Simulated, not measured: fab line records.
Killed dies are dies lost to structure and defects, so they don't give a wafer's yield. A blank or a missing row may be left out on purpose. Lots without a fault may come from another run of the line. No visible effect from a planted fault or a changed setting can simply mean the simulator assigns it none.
3 desks looking at one fault + flow n5 finfet + numbers are kept per desk, each desk with only its own; the story behind them comes last

AT THE TOOL OWNER'S DESK: rie diel-04
The tool's own readings at N5_STI_FIN_REVEAL_ETCHBACK_08 (etches SiO2 in C4F6/O2, target depth 30.5 nm, time 10.167 s): means of the sampled wafers that have a number, for each lot that ran on this tool. A lot is out of limits, marked OUT, if its mean lies more than 4 standard deviations from the usual mean; the brackets give that distance.
Columns: A = bias w at N5_STI_FIN_REVEAL_ETCHBACK_08, usual 185.1 W; B = drypump motor current A at N5_STI_FIN_REVEAL_ETCHBACK_08, usual 5.6 A; C = oes_ar_750_au at N5_STI_FIN_REVEAL_ETCHBACK_08, usual 0.78 a.u.; D = oes product au at N5_STI_FIN_REVEAL_ETCHBACK_08, usual 0.78 a.u.; E = rf vpp V at N5_STI_FIN_REVEAL_ETCHBACK_08, usual 664 V; F = showerhead plenum p Torr at N5_STI_FIN_REVEAL_ETCHBACK_08, usual 2.84 Torr; G = throttle valve pct at N5_STI_FIN_REVEAL_ETCHBACK_08, usual 21.28 %
| lot  | first seen here | A     | B   | C    | D    | E   | F    | G     |
|------|-----------------|-------|-----|------|------|-----|------|-------|
| L752 | day 2 21:32     | 185.5 | 5.2 | 0.76 | 0.76 | 670 | 2.90 | 21.29 |
| L755 | day 3 16:32     | 185.0 | 5.6 | 0.85 | 0.84 | 655 | 2.89 | 21.35 |
| L756 | day 3 23:05     | 185.3 | 5.6 | 0.85 | 0.83 | 656 | 2.89 | 21.36 |
| L758 | day 4 09:40     | 184.9 | 4.9 | 0.73 | 0.74 | 677 | 2.89 | 21.30 |
| L765 | day 6 04:04     | 184.8 | 5.5 | 0.80 | 0.80 | 659 | 2.95 | 21.33 |
| L766 | day 6 11:29     | 184.9 | 5.3 | 0.75 | 0.75 | 665 | 2.83 | 21.39 |
This desk's finding: nothing out of limits on any of the 6 lots.

AT THE METROLOGY DESK
What the gauges read, lot by lot, whatever tool the lot ran on: means of the sampled wafers that have a number. A lot is out of limits, marked OUT, if its mean lies more than 4 standard deviations from the usual mean; the brackets give that distance. Of its 12 readings 7 are shown: those that lie furthest out on some lot.
Columns: A = IOFF_N at N5_BEOL_M4_RC_MEAS_101, usual 0.15 nA/um; B = IOFF_P at N5_BEOL_M4_RC_MEAS_101, usual 0.21 nA/um; C = ION_N at N5_BEOL_M4_RC_MEAS_101, usual 672 uA/um; D = ION_P at N5_BEOL_M4_RC_MEAS_101, usual 462 uA/um; E = SS_N at N5_BEOL_M4_RC_MEAS_101, usual 71.5 mV/dec; F = VT_N at N5_BEOL_M4_RC_MEAS_101, usual 250 mV; G = VT_P at N5_BEOL_M4_RC_MEAS_101, usual -250 mV
| lot  | first seen here | A    | B    | C   | D   | E    | F   | G    |
|------|-----------------|------|------|-----|-----|------|-----|------|
| L752 | day 3 00:30     | 0.11 | 0.14 | 647 | 444 | 70.7 | 257 | -258 |
| L755 | day 3 19:29     | 0.13 | 0.17 | 663 | 455 | 71.4 | 253 | -254 |
| L756 | day 4 02:34     | 0.17 | 0.22 | 675 | 464 | 72.0 | 248 | -250 |
| L758 | day 4 12:38     | 0.20 | 0.23 | 688 | 459 | 72.8 | 246 | -252 |
| L759 | day 4 20:34     | 0.15 | 0.22 | 665 | 458 | 72.4 | 252 | -250 |
| L765 | day 6 07:16     | 0.21 | 0.26 | 682 | 468 | 72.3 | 247 | -245 |
| L766 | day 6 14:34     | 0.14 | 0.20 | 670 | 465 | 70.9 | 252 | -250 |
| L772 | day 8 02:58     | 0.17 | 0.23 | 682 | 467 | 71.9 | 249 | -248 |
| L773 | day 8 08:10     | 0.15 | 0.22 | 682 | 474 | 71.1 | 251 | -248 |
This desk's finding: nothing out of limits on any of the 9 lots.

THE DEFECT DESK
Lot by lot, what the route's inspections counted, given as the mean of those sampled wafers with a number. A lot is out of limits, marked OUT, if its mean lies more than 4 standard deviations from the usual mean; the brackets give that distance.
Columns: A = raw defect count at N5_STI_FIN_REVEAL_INSPECT_13, usual 12
| lot  | first seen here | A             |
|------|-----------------|---------------|
| L752 | day 3 00:35     | 16            |
| L755 | day 3 19:35     | 14            |
| L756 | day 4 02:39     | 11            |
| L758 | day 4 12:43     | 12            |
| L759 | day 4 20:39     | 14            |
| L765 | day 6 07:21     | 407 (+79) OUT |
| L766 | day 6 14:39     | 409 (+79) OUT |
| L772 | day 8 03:03     | 12            |
| L773 | day 8 08:16     | 17            |
This desk finds L765, L766 out of limits, L765 being first, at day 6 07:21 (raw defect count at N5_STI_FIN_REVEAL_INSPECT_13). L752, L755, L756, L758, L759, L772, L773 stayed within limits.

PUT TOGETHER
The defect desk could have raised an alarm at day 6 07:21, on L765, L766.
The desk of the tool owner found nothing out of limits.
Metrology desk: nothing out of limits seen.
On record at the tool owner's desk: L765, L766, within its limits.
The metrology desk has L765, L766 on record, within its limits.
Every lot named ran N5_STI_FIN_REVEAL_ETCHBACK_08 on rie diel-04.

WHAT THE SIMULATOR HAD INSERTED
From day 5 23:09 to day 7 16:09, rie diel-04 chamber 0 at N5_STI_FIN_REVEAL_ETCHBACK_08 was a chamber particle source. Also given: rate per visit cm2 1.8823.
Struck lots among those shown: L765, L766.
Hours from the fault's start to each desk's first reading out of limits: the defect desk, 8.
